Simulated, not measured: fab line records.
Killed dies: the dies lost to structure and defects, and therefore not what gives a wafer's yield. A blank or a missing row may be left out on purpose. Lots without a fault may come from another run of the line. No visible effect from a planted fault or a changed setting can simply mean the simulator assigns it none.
fab line records -- flow nand-harc -- part 1 of 2: steps 1 to 24 of 32
[record] lots = 5, wafers = 15, last-day = 33
route steps=1302 shown P_GATE@162
lots that met no fault: taken from a fault-free run of the same line
start-h: hours from the record's first day to the start of the lot's first wafer shown -- wait-h: hours elapsed since this lot's preceding step -- " unchanged from the row above -- L1.1+2: a row that stands for several wafers -- - value missing, or start not given -- * or withheld: withheld -- < > ~ a bound
route shown NAME@n: NAME is a module with steps in the file, n the number in the route of the first one -- usual: mean/standard deviation of fault-free wafers -- same: alike in all rows -- chamber/n: place in a boat -- sites: readings site by site -- _std_site: standard deviation across them -- _edge_site: inner sites' mean taken away from outer sites' mean -- radius-mm: for every site, how far away it sits from the centre of the wafer -- mask NAME#n: copy n -- behind: the last tool/chamber to shape the wafer -- hold: why the lot went on hold/how many hours it stayed there/how the hold came to an end -- device: names the non-switching transistor (n, p or np) -- end of line: the tests these same wafers got at the end of their route -- a step given without rows: its recipe and nothing more -- killed: dies that structure and defects cost at the first sort, which is not the same as the wafer's yield -- map: dies across one wafer; x = killed, . = not, _ = none there
set.NAME: the run value of the setting; set.NAME@STEP: its run value at that earlier step -- model.NAME: the simulator's own value behind a step, which no gauge read
lots at selected steps of the route; one table per step, one row per wafer
services: from which hour (start-h, from the record's first day; less than 0 if before it) a tool's chamber was out of use, for how many hours, and why
[[steps]]
[step NHARC_P_GATE_DEHYDRATE_38]
[recipe] temp-c = 150, time-s = 120
[usual] chill-plate-temp-C = 23.02/0.11, heater-power-total-W = 182.7/1.2
lot.wafer,tool,chamber,start-h,wait-h,chill-plate-temp-C,heater-power-total-W
L076.1,litho-track-07,0,128.22,-,23.06,180.9
L076.2,litho-track-07,0,128.22,-,23.10,181.6
L076.5,litho-track-07,0,128.22,-,23.01,180.5
L080.1,litho-track-03,0,178.80,-,22.97,182.7
L080.2,litho-track-03,0,178.80,-,22.85,183.4
L080.6,litho-track-03,0,178.80,-,22.81,182.3
L091.1,litho-track-07,0,280.80,-,23.06,182.2
L091.3,litho-track-07,0,280.80,-,22.99,183.6
L091.4,litho-track-07,0,280.80,-,23.04,181.1
L092.3,litho-track-05,0,286.23,-,23.00,183.3
L092.4,litho-track-05,0,286.23,-,23.13,182.2
L092.6,litho-track-05,0,286.23,-,23.15,182.1
L096.3,litho-track-07,0,328.95,-,23.03,180.8
L096.4,litho-track-07,0,328.95,-,22.92,181.5
L096.6,litho-track-07,0,328.95,-,22.96,184.4
[step NHARC_P_GATE_HMDS_39]
[recipe] time-s = 30
[usual] chill-plate-temp-C = 22.96/0.13
lot.wafer,tool,chamber,start-h,wait-h,chill-plate-temp-C
L076.1,litho-track-07,0,-,-,23.00
L076.2,litho-track-07,0,-,-,23.08
L076.5,litho-track-07,0,-,-,23.13
L080.1,litho-track-03,0,-,-,22.90
L080.2,litho-track-03,0,-,-,22.98
L080.6,litho-track-03,0,-,-,22.92
L091.1,litho-track-07,0,-,-,22.96
L091.3,litho-track-07,0,-,-,23.02
L091.4,litho-track-07,0,-,-,22.83
L092.3,litho-track-05,0,-,-,23.15
L092.4,litho-track-05,0,-,-,23.13
L092.6,litho-track-05,0,-,-,23.07
L096.3,litho-track-07,0,-,-,23.04
L096.4,litho-track-07,0,-,-,22.86
L096.6,litho-track-07,0,-,-,23.02
[step NHARC_P_GATE_COAT_40]
[recipe] spin-rpm = 3000
[usual] chill-plate-temp-C = 22.99/0.1
lot.wafer,tool,chamber,start-h,wait-h,chill-plate-temp-C
L076.1,litho-track-07,0,-,-,23.01
L076.2,litho-track-07,0,-,-,23.04
L076.5,litho-track-07,0,-,-,22.97
L080.1,litho-track-03,0,-,-,22.91
L080.2,litho-track-03,0,-,-,22.89
L080.6,litho-track-03,0,-,-,22.94
L091.1,litho-track-07,0,-,-,22.95
L091.3,litho-track-07,0,-,-,23.03
L091.4,litho-track-07,0,-,-,22.98
L092.3,litho-track-05,0,-,-,23.01
L092.4,litho-track-05,0,-,-,22.96
L092.6,litho-track-05,0,-,-,23.01
L096.3,litho-track-07,0,-,-,23.07
L096.4,litho-track-07,0,-,-,23.07
L096.6,litho-track-07,0,-,-,23.11
[step NHARC_P_GATE_SOFTBAKE_41]
[recipe] temp-c = 122, time-s = 95
[usual] chill-plate-temp-C = 23.03/0.11, heater-power-total-W = 160.1/0.46
lot.wafer,tool,chamber,start-h,wait-h,chill-plate-temp-C,heater-power-total-W
L076.1,litho-track-07,0,-,-,22.92,159.3
L076.2,litho-track-07,0,-,-,23.02,160.2
L076.5,litho-track-07,0,-,-,23.02,160.5
L080.1,litho-track-03,0,-,-,22.97,159.9
L080.2,litho-track-03,0,-,-,22.89,159.9
L080.6,litho-track-03,0,-,-,22.85,160.0
L091.1,litho-track-07,0,-,-,23.19,160.3
L091.3,litho-track-07,0,-,-,23.08,160.3
L091.4,litho-track-07,0,-,-,23.17,160.5
L092.3,litho-track-05,0,-,-,22.83,159.5
L092.4,litho-track-05,0,-,-,23.14,160.6
L092.6,litho-track-05,0,-,-,23.05,160.0
L096.3,litho-track-07,0,-,-,23.00,160.5
L096.4,litho-track-07,0,-,-,23.16,160.5
L096.6,litho-track-07,0,-,-,23.20,160.5
[step NHARC_P_GATE_EBR_42]
[usual] chill-plate-temp-C = 23.00/0.1
lot.wafer,tool,chamber,start-h,wait-h,chill-plate-temp-C
L076.1,litho-track-07,0,-,-,22.97
L076.2,litho-track-07,0,-,-,22.93
L076.5,litho-track-07,0,-,-,22.94
L080.1,litho-track-03,0,-,-,23.04
L080.2,litho-track-03,0,-,-,23.00
L080.6,litho-track-03,0,-,-,23.09
L091.1,litho-track-07,0,-,-,22.91
L091.3,litho-track-07,0,-,-,22.98
L091.4,litho-track-07,0,-,-,22.99
L092.3,litho-track-05,0,-,-,22.97
L092.4,litho-track-05,0,-,-,23.04
L092.6,litho-track-05,0,-,-,22.96
L096.3,litho-track-07,0,-,-,22.78
L096.4,litho-track-07,0,-,-,22.85
L096.6,litho-track-07,0,-,-,22.95
[step NHARC_P_GATE_EXPOSE_43]
[recipe] na = 0.6, target-cd-nm = 720, dose-mj = 14.81, mask-id = P_NSD
[usual] focus-offset-nm = -0.1/0.51
lot.wafer,tool,chamber,start-h,wait-h,mask,focus-offset-nm
L076.1,krf-scanner-02,0,128.49,-,P_NSD#0,-0.1
L076.2,krf-scanner-02,0,128.49,-,P_NSD#0,0.2
L076.5,krf-scanner-02,0,128.49,-,P_NSD#0,0.6
L080.1,krf-scanner-02,0,178.95,-,P_NSD#0,-0.5
L080.2,krf-scanner-02,0,178.95,-,P_NSD#0,0.5
L080.6,krf-scanner-02,0,178.95,-,P_NSD#0,0.0
L091.1,krf-scanner-03,0,280.95,-,P_NSD#0,0.2
L091.3,krf-scanner-03,0,280.95,-,P_NSD#0,-0.2
L091.4,krf-scanner-03,0,280.95,-,P_NSD#0,0.9
L092.3,krf-scanner-03,0,286.39,-,P_NSD#0,0.1
L092.4,krf-scanner-03,0,286.39,-,P_NSD#0,-0.2
L092.6,krf-scanner-03,0,286.39,-,P_NSD#0,-0.4
L096.3,krf-scanner-02,0,329.23,-,P_NSD#0,-0.3
L096.4,krf-scanner-02,0,329.23,-,P_NSD#0,-0.3
L096.6,krf-scanner-02,0,329.23,-,P_NSD#0,-0.3
[step NHARC_P_GATE_PEB_44]
[recipe] peb-temp-c = 118, peb-time-s = 85
[usual] chill-plate-temp-C = 22.99/0.12, heater-power-total-W = 163.97/0.27
[same] peb-time-s = 85
lot.wafer,tool,chamber,start-h,wait-h,chill-plate-temp-C,heater-power-total-W
L076.1,litho-track-03,0,128.56,0.1,23.02,163.75
L076.2,litho-track-03,0,128.56,0.1,22.87,164.00
L076.5,litho-track-03,0,128.56,0.1,22.88,163.71
L080.1,litho-track-03,0,179.01,0.1,22.85,164.46
L080.2,litho-track-03,0,179.01,0.1,22.97,164.07
L080.6,litho-track-03,0,179.01,0.1,22.94,163.72
L091.1,litho-track-05,0,281.01,0.1,23.18,163.78
L091.3,litho-track-05,0,281.01,0.1,23.12,163.68
L091.4,litho-track-05,0,281.01,0.1,23.14,163.69
L092.3,litho-track-05,0,286.44,0.1,23.05,164.31
L092.4,litho-track-05,0,286.44,0.1,22.94,163.73
L092.6,litho-track-05,0,286.44,0.1,23.04,164.07
L096.3,litho-track-07,0,329.28,0.1,23.01,163.61
L096.4,litho-track-07,0,329.28,0.1,23.14,163.94
L096.6,litho-track-07,0,329.28,0.1,22.92,164.10
[step NHARC_P_GATE_DEVELOP_45]
[recipe] time-s = 70
[usual] chill-plate-temp-C = 23.00/0.1
lot.wafer,tool,chamber,start-h,wait-h,chill-plate-temp-C
L076.1,litho-track-03,0,-,-,23.02
L076.2,litho-track-03,0,-,-,23.01
L076.5,litho-track-03,0,-,-,23.08
L080.1,litho-track-03,0,-,-,22.89
L080.2,litho-track-03,0,-,-,23.05
L080.6,litho-track-03,0,-,-,22.91
L091.1,litho-track-05,0,-,-,23.01
L091.3,litho-track-05,0,-,-,22.99
L091.4,litho-track-05,0,-,-,22.86
L092.3,litho-track-05,0,-,-,23.04
L092.4,litho-track-05,0,-,-,23.07
L092.6,litho-track-05,0,-,-,22.96
L096.3,litho-track-07,0,-,-,23.11
L096.4,litho-track-07,0,-,-,22.89
L096.6,litho-track-07,0,-,-,23.10
[step NHARC_P_GATE_CD_MEAS_46]
[recipe] target-cd-nm = 720, landing-energy-ev = 500
[usual] cd-nm = 721.7/1.7
lot.wafer,tool,chamber,start-h,wait-h,cd-nm
L076.1,cd-sem-03,0,128.65,-,723.9
L076.2,cd-sem-03,0,128.65,-,722.6
L076.5,cd-sem-03,0,128.65,-,721.6
L080.1,cd-sem-02,0,179.10,-,724.8
L080.2,cd-sem-02,0,179.10,-,723.0
L080.6,cd-sem-02,0,179.10,-,720.4
L091.1,cd-sem-02,0,281.10,-,722.9
L091.3,cd-sem-02,0,281.10,-,720.3
L091.4,cd-sem-02,0,281.10,-,720.1
L092.3,cd-sem-01,0,286.54,-,720.0
L092.4,cd-sem-01,0,286.54,-,722.7
L092.6,cd-sem-01,0,286.54,-,721.8
L096.3,cd-sem-03,0,329.38,-,724.3
L096.4,cd-sem-03,0,329.38,-,721.5
L096.6,cd-sem-03,0,329.38,-,718.6
[step NHARC_P_GATE_HARDBAKE_47]
[recipe] temp-c = 125, time-s = 80
[usual] chill-plate-temp-C = 22.98/0.11, heater-power-total-W = 184.0/0.78
lot.wafer,tool,chamber,start-h,wait-h,chill-plate-temp-C,heater-power-total-W
L076.1,litho-track-07,0,128.73,-,22.97,182.8
L076.2,litho-track-07,0,128.73,-,23.12,183.4
L076.5,litho-track-07,0,128.73,-,23.18,184.8
L080.1,litho-track-03,0,179.18,-,22.86,183.4
L080.2,litho-track-03,0,179.18,-,23.02,183.4
L080.6,litho-track-03,0,179.18,-,22.96,184.7
L091.1,litho-track-05,0,281.20,-,23.16,184.7
L091.3,litho-track-05,0,281.20,-,22.94,184.4
L091.4,litho-track-05,0,281.20,-,22.95,184.3
L092.3,litho-track-03,0,286.63,-,23.03,183.0
L092.4,litho-track-03,0,286.63,-,23.08,183.2
L092.6,litho-track-03,0,286.63,-,23.15,183.0
L096.3,litho-track-07,0,329.46,-,22.79,183.5
L096.4,litho-track-07,0,329.46,-,22.87,182.9
L096.6,litho-track-07,0,329.46,-,22.69,183.0
[step NHARC_P_GATE_DESCUM_48]
[recipe] time-s = 3, o2-flow-sccm = 200, ar-flow-sccm = 0, bias-power-w = 0, chemistry = O2
[usual] drypump-motor-current-A = 5.4/0.39, mfc-ar-sccm = 0.007/0.0099, oes-product-au = 0.996/0.011, rf-vpp-V = 57.7/0.9, showerhead-plenum-p-Torr = 1.93/0.078, throttle-valve-pct = 11.312/0.0093
lot.wafer,tool,chamber,start-h,wait-h,drypump-motor-current-A,mfc-ar-sccm,oes-product-au,rf-hours-counter-h,rf-vpp-V,showerhead-plenum-p-Torr,throttle-valve-pct
L076.2,rie-diel-02,2,128.82,-,4.9,0,0.993,4.5,57.6,2.00,11.318
L076.1,rie-diel-02,0,128.82,-,5.3,0.003,0.992,4.0,57.0,2.01,11.312
L076.5,rie-diel-02,2,128.82,-,4.9,0,0.994,-,57.6,2.00,11.299
L080.2,rie-diel-12,3,179.26,-,6.0,0.039,0.993,5.2,58.2,1.98,11.325
L080.1,rie-diel-12,0,179.26,-,5.7,0,0.994,4.5,58.0,1.85,11.326
L080.6,rie-diel-12,3,179.26,-,6.0,0.039,0.991,-,58.9,1.97,11.304
L091.4,rie-diel-12,0,281.29,-,5.7,0,0.988,0.2,57.9,1.85,11.299
L091.1,rie-diel-12,1,281.29,-,5.2,0,0.986,0.1,58.8,1.82,11.307
L091.3,rie-diel-12,2,281.29,-,5.2,0.017,1.002,0.1,59.5,1.92,11.309
L092.4,rie-diel-08,1,286.70,-,4.9,0.005,0.986,6.5,57.9,1.83,11.309
L092.3,rie-diel-08,2,286.70,-,5.4,0.026,0.997,6.0,57.4,1.78,11.323
L092.6,rie-diel-08,2,286.70,-,5.4,0.026,0.994,-,57.0,1.78,11.322
L096.3,rie-diel-08,3,329.53,-,6.1,0.009,0.988,7.2,58.4,1.94,11.305
L096.4,rie-diel-08,0,329.53,-,5.9,0,1.001,8.3,56.7,1.81,11.317
L096.6,rie-diel-08,3,329.53,-,6.1,0.009,0.990,-,58.7,1.94,11.316
[step NHARC_P_GATE_IMPLANT_49]
[recipe] energy-kev = 30, dose-cm2 = 3e+15, tilt-deg = 7
[usual] dose-ions-cm2 = 3e+15/3.4e+12, faraday-current-uA = 12425/1100
lot.wafer,tool,chamber,start-h,wait-h,dose-ions-cm2,faraday-current-uA
L076.1,implanter-02,0,128.96,0.1,3e+15,10778
L076.2,implanter-02,0,128.96,0.1,3.006e+15,10580
L076.5,implanter-02,0,128.96,0.1,3.005e+15,11474
L080.1,implanter-02,0,179.41,0.1,3.005e+15,10913
L080.2,implanter-02,0,179.41,0.1,3.008e+15,10582
L080.6,implanter-02,0,179.41,0.1,3.007e+15,11113
L091.1,implanter-02,0,281.42,0.1,3.008e+15,10912
L091.3,implanter-02,0,281.42,0.1,3.003e+15,11216
L091.4,implanter-02,0,281.42,0.1,2.995e+15,11378
L092.3,implanter-02,0,286.91,0.2,3e+15,11278
L092.4,implanter-02,0,286.91,0.2,2.999e+15,11103
L092.6,implanter-02,0,286.91,0.2,2.997e+15,10807
L096.3,implanter-02,0,329.74,0.2,2.998e+15,11032
L096.4,implanter-02,0,329.74,0.2,2.999e+15,10537
L096.6,implanter-02,0,329.74,0.2,3.001e+15,10788
[step NHARC_P_GATE_STRIP_111]
[recipe] power-w = 1500, temp-c = 110, time-s = 250, chemistry = N2/H2
[usual] drypump-motor-current-A = 5.53/0.19, heater-power-w = 91/11
lot.wafer,tool,chamber,start-h,wait-h,drypump-motor-current-A,heater-power-w,rf-hours-counter-h
L076.1,plasma-asher-02,1,129.18,0.2,5.31,100,10
L076.2,plasma-asher-02,0,129.18,0.2,5.37,96,10
L076.5,plasma-asher-02,1,129.18,0.2,5.29,101,-
L080.2,plasma-asher-02,1,179.64,0.2,5.28,102,22
L080.1,plasma-asher-02,0,179.64,0.2,5.40,95,22
L080.6,plasma-asher-02,1,179.64,0.2,5.30,101,-
L091.1,plasma-asher-02,1,281.65,0.2,5.28,106,7
L091.3,plasma-asher-02,1,281.65,0.2,5.29,107,-
L091.4,plasma-asher-02,0,281.65,0.2,5.42,96,-
L092.3,plasma-asher-01,0,287.17,0.2,5.65,91,-
L092.4,plasma-asher-01,1,287.17,0.2,5.76,75,-
L092.6,plasma-asher-01,1,287.17,0.2,5.78,74,-
L096.4,plasma-asher-01,0,330.00,0.2,5.68,87,-
L096.3,plasma-asher-01,1,330.00,0.2,5.76,74,-
L096.6,plasma-asher-01,0,330.00,0.2,5.67,88,-
[step NHARC_P_GATE_STRIP_75]
[recipe] power-w = 1500, temp-c = 250, chemistry = O2
[usual] drypump-motor-current-A = 5.54/0.19, heater-power-w = 339/41
lot.wafer,tool,chamber,start-h,wait-h,drypump-motor-current-A,heater-power-w,rf-hours-counter-h
L076.1,plasma-asher-02,1,129.48,0.2,5.29,391,11
L076.2,plasma-asher-02,0,129.48,0.2,5.42,352,11
L076.5,plasma-asher-02,1,129.48,0.2,5.28,386,-
L080.2,plasma-asher-02,1,179.94,0.3,5.29,381,22
L080.1,plasma-asher-02,0,179.94,0.3,5.41,362,22
L080.6,plasma-asher-02,1,179.94,0.3,5.30,375,-
L091.1,plasma-asher-02,1,281.95,0.3,5.29,390,7
L091.3,plasma-asher-02,1,281.95,0.3,5.31,400,-
L091.4,plasma-asher-02,0,281.95,0.3,5.41,366,-
L092.3,plasma-asher-01,0,287.40,0.2,5.67,330,-
L092.4,plasma-asher-01,1,287.40,0.2,5.79,273,-
L092.6,plasma-asher-01,1,287.40,0.2,5.78,273,-
L096.4,plasma-asher-01,0,330.23,0.2,5.68,332,-
L096.3,plasma-asher-01,1,330.23,0.2,5.77,277,-
L096.6,plasma-asher-01,0,330.23,0.2,5.67,326,-
[step NHARC_P_GATE_STRIP_50]
[recipe] time-s = 900, temp-c = 130, chemistry = SPM
lot.wafer,tool,chamber,start-h,wait-h
L076.5+2+1,wet-bench-05,"4,6,0",129.63,0.1
L080.6+1+2,wet-bench-01,"6,7,0",180.09,0.1
L091.3+4+1,wet-bench-05,"4,0,1",282.10,0.1
L092.3+4+6,wet-bench-01,"6,1,3",287.52,0.1
L096.4+6+3,wet-bench-07,"6,7,1",330.35,0.1
[step NHARC_P_GATE_DEHYDRATE_51]
[recipe] temp-c = 150, time-s = 120
[usual] chill-plate-temp-C = 23.01/0.1, heater-power-total-W = 182.7/1.3
lot.wafer,tool,chamber,start-h,wait-h,chill-plate-temp-C,heater-power-total-W
L076.1,litho-track-07,0,129.97,-,23.04,184.8
L076.2,litho-track-07,0,129.97,-,22.90,184.5
L076.5,litho-track-07,0,129.97,-,23.04,181.5
L080.1,litho-track-07,0,180.44,-,22.98,183.3
L080.2,litho-track-07,0,180.44,-,23.11,180.8
L080.6,litho-track-07,0,180.44,-,22.93,181.7
L091.1,litho-track-05,0,282.44,-,23.09,184.5
L091.3,litho-track-05,0,282.44,-,23.02,182.7
L091.4,litho-track-05,0,282.44,-,22.93,181.3
L092.3,litho-track-07,0,287.87,-,23.07,181.2
L092.4,litho-track-07,0,287.87,-,23.00,183.8
L092.6,litho-track-07,0,287.87,-,22.83,182.4
L096.3,litho-track-05,0,330.71,-,23.08,183.7
L096.4,litho-track-05,0,330.71,-,23.23,184.9
L096.6,litho-track-05,0,330.71,-,23.13,182.3
[step NHARC_P_GATE_HMDS_52]
[recipe] time-s = 30
[usual] chill-plate-temp-C = 23.00/0.11
lot.wafer,tool,chamber,start-h,wait-h,chill-plate-temp-C
L076.1,litho-track-07,0,-,-,23.01
L076.2,litho-track-07,0,-,-,22.86
L076.5,litho-track-07,0,-,-,22.96
L080.1,litho-track-07,0,-,-,23.21
L080.2,litho-track-07,0,-,-,23.01
L080.6,litho-track-07,0,-,-,23.07
L091.1,litho-track-05,0,-,-,23.12
L091.3,litho-track-05,0,-,-,23.03
L091.4,litho-track-05,0,-,-,23.11
L092.3,litho-track-07,0,-,-,22.96
L092.4,litho-track-07,0,-,-,23.02
L092.6,litho-track-07,0,-,-,23.04
L096.3,litho-track-05,0,-,-,23.14
L096.4,litho-track-05,0,-,-,23.14
L096.6,litho-track-05,0,-,-,23.06
[step NHARC_P_GATE_COAT_53]
[recipe] spin-rpm = 3000
[usual] chill-plate-temp-C = 22.98/0.095
lot.wafer,tool,chamber,start-h,wait-h,chill-plate-temp-C
L076.1,litho-track-07,0,-,-,22.95
L076.2,litho-track-07,0,-,-,23.03
L076.5,litho-track-07,0,-,-,22.85
L080.1,litho-track-07,0,-,-,22.96
L080.2,litho-track-07,0,-,-,23.04
L080.6,litho-track-07,0,-,-,22.79
L091.1,litho-track-05,0,-,-,23.06
L091.3,litho-track-05,0,-,-,22.91
L091.4,litho-track-05,0,-,-,22.97
L092.3,litho-track-07,0,-,-,23.11
L092.4,litho-track-07,0,-,-,23.12
L092.6,litho-track-07,0,-,-,23.04
L096.3,litho-track-05,0,-,-,22.82
L096.4,litho-track-05,0,-,-,23.05
L096.6,litho-track-05,0,-,-,22.92
[step NHARC_P_GATE_SOFTBAKE_54]
[recipe] temp-c = 122, time-s = 95
[usual] chill-plate-temp-C = 23.02/0.11, heater-power-total-W = 160.1/0.5
lot.wafer,tool,chamber,start-h,wait-h,chill-plate-temp-C,heater-power-total-W
L076.1,litho-track-07,0,-,-,22.86,160.6
L076.2,litho-track-07,0,-,-,22.87,160.6
L076.5,litho-track-07,0,-,-,22.92,159.6
L080.1,litho-track-07,0,-,-,22.82,160.0
L080.2,litho-track-07,0,-,-,22.96,160.4
L080.6,litho-track-07,0,-,-,22.90,159.7
L091.1,litho-track-05,0,-,-,22.92,160.6
L091.3,litho-track-05,0,-,-,22.94,159.8
L091.4,litho-track-05,0,-,-,22.85,160.6
L092.3,litho-track-07,0,-,-,23.14,160.3
L092.4,litho-track-07,0,-,-,23.06,159.8
L092.6,litho-track-07,0,-,-,22.97,159.8
L096.3,litho-track-05,0,-,-,22.96,160.5
L096.4,litho-track-05,0,-,-,22.99,159.8
L096.6,litho-track-05,0,-,-,23.20,159.2
[step NHARC_P_GATE_EBR_55]
[usual] chill-plate-temp-C = 23.00/0.098
lot.wafer,tool,chamber,start-h,wait-h,chill-plate-temp-C
L076.1,litho-track-07,0,-,-,23.07
L076.2,litho-track-07,0,-,-,23.07
L076.5,litho-track-07,0,-,-,23.00
L080.1,litho-track-07,0,-,-,23.16
L080.2,litho-track-07,0,-,-,23.07
L080.6,litho-track-07,0,-,-,23.09
L091.1,litho-track-05,0,-,-,23.17
L091.3,litho-track-05,0,-,-,23.20
L091.4,litho-track-05,0,-,-,23.04
L092.3,litho-track-07,0,-,-,22.95
L092.4,litho-track-07,0,-,-,22.99
L092.6,litho-track-07,0,-,-,23.02
L096.3,litho-track-05,0,-,-,22.95
L096.4,litho-track-05,0,-,-,23.09
L096.6,litho-track-05,0,-,-,22.94
[step NHARC_P_GATE_EXPOSE_56]
[recipe] na = 0.6, target-cd-nm = 720, dose-mj = 14.81, mask-id = P_PSD
[usual] focus-offset-nm = 0.0/0.49
lot.wafer,tool,chamber,start-h,wait-h,mask,focus-offset-nm
L076.1,krf-scanner-02,0,130.24,-,P_PSD#0,-0.4
L076.2,krf-scanner-02,0,130.24,-,P_PSD#0,-0.6
L076.5,krf-scanner-02,0,130.24,-,P_PSD#0,-0.3
L080.1,krf-scanner-03,0,180.71,-,P_PSD#0,0.6
L080.2,krf-scanner-03,0,180.71,-,P_PSD#0,0.2
L080.6,krf-scanner-03,0,180.71,-,P_PSD#0,-0.1
L091.1,krf-scanner-02,0,282.59,-,P_PSD#0,-0.5
L091.3,krf-scanner-02,0,282.59,-,P_PSD#0,-0.9
L091.4,krf-scanner-02,0,282.59,-,P_PSD#0,-0.6
L092.3,krf-scanner-01,0,288.15,-,P_PSD#0,-0.6
L092.4,krf-scanner-01,0,288.15,-,P_PSD#0,-0.2
L092.6,krf-scanner-01,0,288.15,-,P_PSD#0,-0.7
L096.3,krf-scanner-01,0,330.98,-,P_PSD#0,0.0
L096.4,krf-scanner-01,0,330.98,-,P_PSD#0,0.2
L096.6,krf-scanner-01,0,330.98,-,P_PSD#0,-0.5
[step NHARC_P_GATE_PEB_57]
[recipe] peb-temp-c = 118, peb-time-s = 85
[usual] chill-plate-temp-C = 23.01/0.12, heater-power-total-W = 163.97/0.26
[same] peb-time-s = 85
lot.wafer,tool,chamber,start-h,wait-h,chill-plate-temp-C,heater-power-total-W
L076.1,litho-track-03,0,130.31,0.1,22.95,163.64
L076.2,litho-track-03,0,130.31,0.1,23.11,164.40
L076.5,litho-track-03,0,130.31,0.1,23.08,163.77
L080.1,litho-track-07,0,180.77,0.1,22.84,163.60
L080.2,litho-track-07,0,180.77,0.1,22.83,163.75
L080.6,litho-track-07,0,180.77,0.1,22.78,163.72
L091.1,litho-track-03,0,282.66,0.1,23.09,163.65
L091.3,litho-track-03,0,282.66,0.1,22.86,163.73
L091.4,litho-track-03,0,282.66,0.1,22.83,163.75
L092.3,litho-track-07,0,288.21,0.1,22.92,164.01
L092.4,litho-track-07,0,288.21,0.1,23.08,163.85
L092.6,litho-track-07,0,288.21,0.1,22.95,164.29
L096.3,litho-track-05,0,331.04,0.0,23.10,164.11
L096.4,litho-track-05,0,331.04,0.0,23.00,164.02
L096.6,litho-track-05,0,331.04,0.0,23.07,164.23
[step NHARC_P_GATE_DEVELOP_58]
[recipe] time-s = 70
[usual] chill-plate-temp-C = 22.99/0.1
lot.wafer,tool,chamber,start-h,wait-h,chill-plate-temp-C
L076.1,litho-track-03,0,-,-,22.84
L076.2,litho-track-03,0,-,-,22.85
L076.5,litho-track-03,0,-,-,23.06
L080.1,litho-track-07,0,-,-,23.11
L080.2,litho-track-07,0,-,-,23.06
L080.6,litho-track-07,0,-,-,23.23
L091.1,litho-track-03,0,-,-,22.79
L091.3,litho-track-03,0,-,-,22.92
L091.4,litho-track-03,0,-,-,23.04
L092.3,litho-track-07,0,-,-,22.96
L092.4,litho-track-07,0,-,-,23.00
L092.6,litho-track-07,0,-,-,22.94
L096.3,litho-track-05,0,-,-,23.00
L096.4,litho-track-05,0,-,-,23.18
L096.6,litho-track-05,0,-,-,23.02
[step NHARC_P_GATE_CD_MEAS_59]
[recipe] target-cd-nm = 720, landing-energy-ev = 500
[usual] cd-nm = 721.8/2.6
lot.wafer,tool,chamber,start-h,wait-h,cd-nm
L076.1,cd-sem-02,0,130.40,-,721.7
L076.2,cd-sem-02,0,130.40,-,725.0
L076.5,cd-sem-02,0,130.40,-,720.9
L080.1,cd-sem-01,0,180.86,-,717.3
L080.2,cd-sem-01,0,180.86,-,719.9
L080.6,cd-sem-01,0,180.86,-,724.2
L091.1,cd-sem-03,0,282.75,-,719.3
L091.3,cd-sem-03,0,282.75,-,719.1
L091.4,cd-sem-03,0,282.75,-,721.0
L092.3,cd-sem-01,0,288.31,-,718.5
L092.4,cd-sem-01,0,288.31,-,720.6
L092.6,cd-sem-01,0,288.31,-,722.7
L096.3,cd-sem-03,0,331.13,-,723.1
L096.4,cd-sem-03,0,331.13,-,720.1
L096.6,cd-sem-03,0,331.13,-,719.9
